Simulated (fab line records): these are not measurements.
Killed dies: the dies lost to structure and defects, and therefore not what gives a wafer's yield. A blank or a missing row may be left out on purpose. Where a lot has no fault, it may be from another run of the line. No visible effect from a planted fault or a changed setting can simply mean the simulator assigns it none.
Chamber matching | flow nand harc | 4 sister chambers for NHARC_A_CHANNEL_HOLE_D1_ETCH_44 on rie diel-02
The step etches the open film in CF4/O2, target depth 140 nm, overetch 14 nm, time 77 s. 27 wafers are shown with their chamber, then 12 later ones without.

WAFERS WITH THEIR CHAMBER
wafer  | chamber | drypump motor current A (A) | rf vpp V (V) | throttle valve pct (%)
L076.2 | 0       | 5.7                         | 198.8        | 13.393
L076.3 | 2       | 5.5                         | 199.2        | 13.403
L076.6 | 2       | 5.5                         | 198.7        | 13.413
L075.2 | 1       | 6.3                         | 196.9        | 13.388
L075.4 | 0       | 5.7                         | 198.8        | 13.397
L075.5 | 3       | 5.8                         | 198.5        | 13.413
L080.2 | 2       | 5.5                         | 199.2        | 13.391
L080.5 | 1       | 6.2                         | 197.6        | 13.404
L080.6 | 0       | 5.7                         | 199.7        | 13.406
L082.1 | 1       | 6.3                         | 197.2        | 13.385
L082.2 | 3       | 5.8                         | 199.1        | 13.396
L082.6 | 0       | 5.7                         | 197.6        | 13.383
L083.3 | 3       | 5.8                         | 198.8        | 13.408
L083.4 | 2       | 5.5                         | 198.4        | 13.400
L083.5 | 3       | 5.8                         | 199.0        | 13.405
L086.2 | 0       | 5.7                         | 196.4        | 13.405
L086.3 | 1       | 6.2                         | 197.0        | 13.397
L086.5 | 1       | 6.3                         | 197.7        | 13.413
L086.1 | 2       | 5.5                         | 199.5        | 13.375
L086.4 | 3       | 5.8                         | 199.0        | 13.412
L086.6 | 0       | 5.7                         | 198.7        | 13.393
L087.2 | 1       | 6.2                         | 196.2        | 13.389
L087.4 | 2       | 5.5                         | 200.5        | 13.394
L087.5 | 1       | 6.2                         | 196.9        | 13.396
L085.1 | 1       | 6.3                         | 196.7        | 13.393
L085.2 | 2       | 5.5                         | 199.1        | 13.405
L085.3 | 0       | 5.7                         | 198.5        | 13.390

SIGNATURES (means of the wafers above)
reading                 | chamber 0 | chamber 1 | chamber 2 | chamber 3 | scatter within a chamber
drypump motor current A | 5.700     | 6.250     | 5.500     | 5.800     | 0.0295
rf vpp V                | 198.357   | 197.025   | 199.229   | 198.880   | 0.7
throttle valve pct      | 13.39529  | 13.39563  | 13.39729  | 13.40680  | 0.0095
Rule: a wafer lies at a distance from a chamber equal to the root of the sum of squares, over the readings, of (its reading less the chamber's mean, divided by the reading's scatter). If the next closest chamber is less than 2 further off than the closest, the wafer can't be placed; otherwise it belongs to the closest. How the scatter is found: for the shown wafers, subtract from each reading the mean of its chamber, square and add these, divide the total by (wafers less chambers), then take the root.

WAFERS WITH NO CHAMBER GIVEN
wafer  | drypump motor current A (A) | rf vpp V (V) | throttle valve pct (%)
L094.1 | 5.8                         | 199.8        | 13.400
L094.3 | 5.7                         | 198.3        | 13.398
L094.6 | 5.8                         | 199.7        | 13.408
L095.1 | 5.8                         | 197.9        | 13.399
L095.3 | 5.5                         | 199.4        | 13.392
L095.5 | 5.5                         | 199.7        | 13.405
L095.2 | 5.7                         | 197.8        | 13.392
L095.4 | 6.3                         | 196.7        | 13.384
L095.6 | 5.8                         | 198.9        | 13.398
L096.2 | 5.8                         | 199.8        | 13.388
L096.4 | 6.2                         | 194.9        | 13.390
L096.5 | 6.2                         | 195.3        | 13.390

CHAMBER TAKEN BY EACH
wafer  | from the rows above     | in truth
L094.1 | 3                       | 3
L094.3 | 0                       | 0
L094.6 | 3                       | 3
L095.1 | can't be placed: 3 or 0 | 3
L095.3 | 2                       | 2
L095.5 | 2                       | 2
L095.2 | 0                       | 0
L095.4 | 1                       | 1
L095.6 | 3                       | 3
L096.2 | can't be placed: 3 or 0 | 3
L096.4 | 1                       | 1
L096.5 | 1                       | 1
Correct placement for 10 of the 12. Not placeable from these rows: 2 (in 2, the candidates include the true chamber). Number placed wrongly: 0.
